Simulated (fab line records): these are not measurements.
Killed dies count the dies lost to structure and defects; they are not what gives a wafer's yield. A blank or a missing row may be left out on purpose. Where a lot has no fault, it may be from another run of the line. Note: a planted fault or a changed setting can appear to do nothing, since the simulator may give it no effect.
Chamber matching / flow nand harc / rie diel-12 running NHARC_A_CHANNEL_HOLE_D1_DESCUM_15: 4 sister chambers
The step chemistry O2, time 3 s. 16 wafers are shown with their chamber, then 8 later ones without.

== EACH WAFER AND ITS CHAMBER ==
wafer=L396.2; chamber=3; drypump motor current A (A)=5.84; oes product au (a.u.)=0.981; chamber pressure mTorr (mTorr)=60.03
wafer=L396.3; chamber=0; drypump motor current A (A)=5.44; oes product au (a.u.)=0.991; chamber pressure mTorr (mTorr)=60.03
wafer=L396.5; chamber=1; drypump motor current A (A)=5.74; oes product au (a.u.)=0.988; chamber pressure mTorr (mTorr)=59.90
wafer=L397.2; chamber=3; drypump motor current A (A)=5.83; oes product au (a.u.)=0.980; chamber pressure mTorr (mTorr)=59.96
wafer=L397.5; chamber=3; drypump motor current A (A)=5.84; oes product au (a.u.)=0.979; chamber pressure mTorr (mTorr)=59.91
wafer=L397.6; chamber=0; drypump motor current A (A)=5.40; oes product au (a.u.)=0.996; chamber pressure mTorr (mTorr)=59.95
wafer=L403.1; chamber=0; drypump motor current A (A)=5.46; oes product au (a.u.)=1.006; chamber pressure mTorr (mTorr)=59.94
wafer=L403.5; chamber=3; drypump motor current A (A)=5.84; oes product au (a.u.)=0.992; chamber pressure mTorr (mTorr)=59.99
wafer=L403.6; chamber=2; drypump motor current A (A)=5.65; oes product au (a.u.)=1.005; chamber pressure mTorr (mTorr)=60.06
wafer=L404.1; chamber=2; drypump motor current A (A)=5.68; oes product au (a.u.)=1.004; chamber pressure mTorr (mTorr)=60.02
wafer=L404.2; chamber=1; drypump motor current A (A)=5.71; oes product au (a.u.)=1.004; chamber pressure mTorr (mTorr)=60.01
wafer=L404.3; chamber=3; drypump motor current A (A)=5.85; oes product au (a.u.)=0.989; chamber pressure mTorr (mTorr)=59.97
wafer=L406.2; chamber=1; drypump motor current A (A)=5.70; oes product au (a.u.)=1.009; chamber pressure mTorr (mTorr)=59.99
wafer=L406.4; chamber=3; drypump motor current A (A)=5.86; oes product au (a.u.)=0.999; chamber pressure mTorr (mTorr)=60.08
wafer=L406.5; chamber=3; drypump motor current A (A)=5.87; oes product au (a.u.)=1.011; chamber pressure mTorr (mTorr)=59.91
wafer=L409.1; chamber=0; drypump motor current A (A)=5.44; oes product au (a.u.)=1.011; chamber pressure mTorr (mTorr)=59.97

SIGNATURES (means of the wafers above)
reading=drypump motor current A; chamber 0=5.4350; chamber 1=5.7167; chamber 2=5.6650; chamber 3=5.8471; scatter within a chamber=0.0191
reading=oes product au; chamber 0=1.00100; chamber 1=1.00033; chamber 2=1.00450; chamber 3=0.99014; scatter within a chamber=0.0105
reading=chamber pressure mTorr; chamber 0=59.9725; chamber 1=59.9667; chamber 2=60.0400; chamber 3=59.9786; scatter within a chamber=0.0543
Rule: for a wafer and a chamber, the distance is found by dividing, reading by reading, the gap between the wafer's reading and the chamber's mean by the reading's scatter, squaring, summing and taking the root. If the next closest chamber is less than 2 further off than the closest, the wafer can't be placed; otherwise it belongs to the closest. The scatter: take each reading less its chamber's mean, square it, sum over the shown wafers, divide by the number of wafers less the number of chambers, and take the root.

== WAFERS WHOSE CHAMBER IS MISSING ==
wafer=L409.2; drypump motor current A (A)=5.74; oes product au (a.u.)=1.004; chamber pressure mTorr (mTorr)=60.09
wafer=L409.3; drypump motor current A (A)=5.66; oes product au (a.u.)=1.008; chamber pressure mTorr (mTorr)=59.97
wafer=L416.1; drypump motor current A (A)=5.67; oes product au (a.u.)=1.006; chamber pressure mTorr (mTorr)=60.05
wafer=L416.2; drypump motor current A (A)=5.68; oes product au (a.u.)=1.013; chamber pressure mTorr (mTorr)=60.01
wafer=L416.4; drypump motor current A (A)=5.82; oes product au (a.u.)=1.005; chamber pressure mTorr (mTorr)=59.95
wafer=L417.2; drypump motor current A (A)=5.86; oes product au (a.u.)=1.005; chamber pressure mTorr (mTorr)=60.00
wafer=L417.4; drypump motor current A (A)=5.67; oes product au (a.u.)=1.011; chamber pressure mTorr (mTorr)=60.03
wafer=L417.6; drypump motor current A (A)=5.43; oes product au (a.u.)=1.000; chamber pressure mTorr (mTorr)=60.06

== CHAMBER TAKEN BY EACH ==
wafer=L409.2; from the rows above=can't be placed: 1 or 2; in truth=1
wafer=L409.3; from the rows above=can't be placed: 2 or 1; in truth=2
wafer=L416.1; from the rows above=2; in truth=2
wafer=L416.2; from the rows above=can't be placed: 2 or 1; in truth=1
wafer=L416.4; from the rows above=3; in truth=3
wafer=L417.2; from the rows above=3; in truth=3
wafer=L417.4; from the rows above=2; in truth=2
wafer=L417.6; from the rows above=0; in truth=0
Correct placement for 5 of the 8. Unplaceable from these rows: 3, with the true chamber sitting among the candidates in 3. Placed wrongly: 0.
